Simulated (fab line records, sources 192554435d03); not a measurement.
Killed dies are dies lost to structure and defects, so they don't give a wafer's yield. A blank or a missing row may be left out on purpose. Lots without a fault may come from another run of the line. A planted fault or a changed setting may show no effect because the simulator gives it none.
Split-lot experiment | flow n5_finfet | 7 lots, 39 wafers read, on a route of 1938 steps

THE SPLIT
At N5_DUMMY_GATE_ETCH_37 (etches SOC in N2/H2, target depth 60 nm, overetch 30 nm), the setting source_w was moved away from the recipe's 840 W on 9 of the 39 wafers read, by -16.8% to +11.5%. The other wafers ran this setting at the recipe's value.

The reading is taken at the split's own step.

THE READING
rf_vpp_V, in V, at N5_DUMMY_GATE_ETCH_37 (etches SOC in N2/H2, target depth 60 nm, overetch 30 nm). Fault-free wafers of this fab line usually give 523 V, standard deviation 3 V.

wafer  | tool, chamber at the split | source_w as run, W | against the recipe | rf_vpp_V, V | against lot-mates on the recipe
L077.1 | rie_diel-02, 1             | 840                | recipe             | 520         | -
L077.2 | rie_diel-02, 3             | 840                | recipe             | 522         | -
L077.3 | rie_diel-02, 0             | 840                | recipe             | 523         | -
L077.4 | rie_diel-02, 2             | 840                | recipe             | 527         | -
L077.5 | rie_diel-02, 1             | 840                | recipe             | 521         | -
L077.6 | rie_diel-02, 0             | 840                | recipe             | 526         | -
L082.1 | rie_diel-02, 2             | 840                | recipe             | 528         | -
L082.2 | rie_diel-02, 1             | 936.2              | +11.5%             | 503         | -22
L082.3 | rie_diel-02, 0             | 840                | recipe             | 523         | -
L082.4 | rie_diel-02, 1             | 936.2              | +11.5%             | 502         | -23
L082.5 | rie_diel-02, 0             | 840                | recipe             | 525         | -
L082.6 | rie_diel-02, 2             | 936.2              | +11.5%             | 510         | -15
L088.1 | rie_diel-06, 2             | 840                | recipe             | 528         | -
L088.4 | rie_diel-06, 1             | 840                | recipe             | 520         | -
L088.5 | rie_diel-06, 2             | 840                | recipe             | 526         | -
L089.1 | rie_diel-05, 2             | 840                | recipe             | 519         | -
L089.2 | rie_diel-05, 1             | 840                | recipe             | 521         | -
L089.3 | rie_diel-05, 3             | 840                | recipe             | 527         | -
L089.4 | rie_diel-05, 0             | 840                | recipe             | 522         | -
L089.5 | rie_diel-05, 3             | 840                | recipe             | 526         | -
L089.6 | rie_diel-05, 2             | 840                | recipe             | 519         | -
L095.1 | rie_diel-02, 0             | 840                | recipe             | 524         | -
L095.2 | rie_diel-02, 2             | 887                | +5.6%              | 518         | -7
L095.3 | rie_diel-02, 3             | 840                | recipe             | 523         | -
L095.4 | rie_diel-02, 1             | 887                | +5.6%              | 512         | -13
L095.5 | rie_diel-02, 2             | 840                | recipe             | 527         | -
L095.6 | rie_diel-02, 1             | 887                | +5.6%              | 511         | -14
L096.1 | rie_diel-05, 3             | 840                | recipe             | 527         | -
L096.2 | rie_diel-05, 1             | 840                | recipe             | 519         | -
L096.3 | rie_diel-05, 0             | 840                | recipe             | 524         | -
L096.4 | rie_diel-05, 2             | 840                | recipe             | 519         | -
L096.5 | rie_diel-05, 1             | 840                | recipe             | 520         | -
L096.6 | rie_diel-05, 0             | 840                | recipe             | 522         | -
L097.1 | rie_diel-02, 3             | 840                | recipe             | 521         | -
L097.2 | rie_diel-02, 1             | 840                | recipe             | 520         | -
L097.3 | rie_diel-02, 0             | 840                | recipe             | 522         | -
L097.4 | rie_diel-02, 2             | 699.1              | -16.8%             | 561         | +40
L097.5 | rie_diel-02, 3             | 699.1              | -16.8%             | 555         | +34
L097.6 | rie_diel-02, 2             | 699.1              | -16.8%             | 559         | +38

THE FIT
A straight line over all 39 wafers: rf_vpp_V changes by -1.92 V for each +1% of source_w; r = -0.96; the points scatter about the line by 3.3 V.
The same after taking each lot's own level away (the mean of its wafers on the recipe; 39 wafers): -2.07 V for each +1%; r = -0.97; scatter 3 V.
On that fit, the largest move of source_w shifts the reading by 35 V.
The lots' own levels span 521.0 to 525.3 V, that is 1.4 times the standard deviation above.
So the lot-to-lot level changes the slope little: the two slopes agree.
Check: with one of the wafers moved furthest among these (-16.8%) left out of the fit, the line predicts +33.8 V for it against its lot-mates. It came out at +40 V against them.
Tool readings at the split's step, against how far the setting was moved: rf_vpp_V r = -0.96.

OTHER SPLITS ON THESE WAFERS
These wafers also went through other splits before the reading. Each is held against what the fit with the lots' levels taken away leaves over:
other split on the same wafers  | wafers away from the commonest value | r with rf_vpp_V (lot level and that fit taken away)
N5_FIN_SAQP_ETCH_52 source_w    | 12                                   | -0.24
N5_DUMMY_GATE_EXPOSE_12 dose_mj | 15                                   | -0.02

THE FILE'S OWN FIT
rf_vpp_V changes by -2.08 V for each +1% of source_w, r = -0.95.
